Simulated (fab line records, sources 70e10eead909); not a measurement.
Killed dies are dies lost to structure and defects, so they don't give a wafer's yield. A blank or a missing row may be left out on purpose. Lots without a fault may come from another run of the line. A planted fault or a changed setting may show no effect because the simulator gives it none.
Chamber matching | flow nand_harc | NHARC_P_BONDPAD_STRIP_15 on rie_diel-03: 4 sister chambers
The step strips in O2. 16 wafers are shown with their chamber, then 8 later ones without.

WAFERS WITH THEIR CHAMBER
wafer  | chamber | showerhead_plenum_p_Torr (Torr) | oes_product_au (a.u.) | throttle_valve_pct (%)
L251.1 | 2       | 3.45                            | 1.002                 | 17.032
L251.5 | 3       | 3.79                            | 0.999                 | 17.050
L251.6 | 2       | 3.45                            | 1.003                 | 17.029
L254.2 | 1       | 3.51                            | 1.008                 | 17.026
L254.3 | 3       | 3.79                            | 0.999                 | 17.047
L254.6 | 1       | 3.51                            | 1.017                 | 17.029
L253.2 | 3       | 3.79                            | 0.982                 | 17.047
L253.5 | 1       | 3.51                            | 1.006                 | 17.020
L253.6 | 0       | 3.37                            | 1.012                 | 17.026
L255.1 | 1       | 3.51                            | 1.012                 | 17.042
L255.2 | 0       | 3.37                            | 0.994                 | 17.028
L255.6 | 2       | 3.45                            | 0.995                 | 17.030
L256.1 | 3       | 3.79                            | 0.993                 | 17.028
L256.3 | 2       | 3.44                            | 0.997                 | 17.030
L256.5 | 0       | 3.37                            | 1.000                 | 17.035
L257.2 | 0       | 3.37                            | 0.993                 | 17.032

SIGNATURES (means of the wafers above)
reading                  | chamber 0 | chamber 1 | chamber 2 | chamber 3 | scatter within a chamber
showerhead_plenum_p_Torr | 3.3700    | 3.5100    | 3.4475    | 3.7900    | 0.0025
oes_product_au           | 0.99975   | 1.01075   | 0.99925   | 0.99325   | 0.00669
throttle_valve_pct       | 17.03025  | 17.02925  | 17.03025  | 17.04300  | 0.00718
Rule: a wafer's distance from a chamber is the root of the sum, over the readings, of the square of ((its reading less the chamber's mean) divided by the reading's scatter). The wafer belongs to the nearest chamber; if the next one is less than 2 further off, it can't be placed. The scatter: the root of (the sum of the squares of (reading less its chamber's mean) over the shown wafers, divided by (wafers less chambers)).

WAFERS WITHOUT THEIR CHAMBER
wafer  | showerhead_plenum_p_Torr (Torr) | oes_product_au (a.u.) | throttle_valve_pct (%)
L257.3 | 3.51                            | 1.008                 | 17.007
L257.6 | 3.51                            | 1.014                 | 17.048
L271.2 | 3.44                            | 0.979                 | 17.036
L271.3 | 3.50                            | 0.997                 | 17.029
L271.6 | 3.79                            | 0.981                 | 17.036
L272.3 | 3.44                            | 0.993                 | 17.034
L272.5 | 3.50                            | 0.990                 | 17.018
L272.6 | 3.44                            | 0.995                 | 17.039

WHICH CHAMBER EACH WENT THROUGH
wafer  | from the rows above | in truth
L257.3 | 1                   | 1
L257.6 | 1                   | 1
L271.2 | 2                   | 2
L271.3 | 1                   | 1
L271.6 | 3                   | 3
L272.3 | 2                   | 2
L272.5 | 1                   | 1
L272.6 | 2                   | 2
Placed correctly: 8 of 8. Can't be placed from these rows: 0. Placed wrongly: 0.
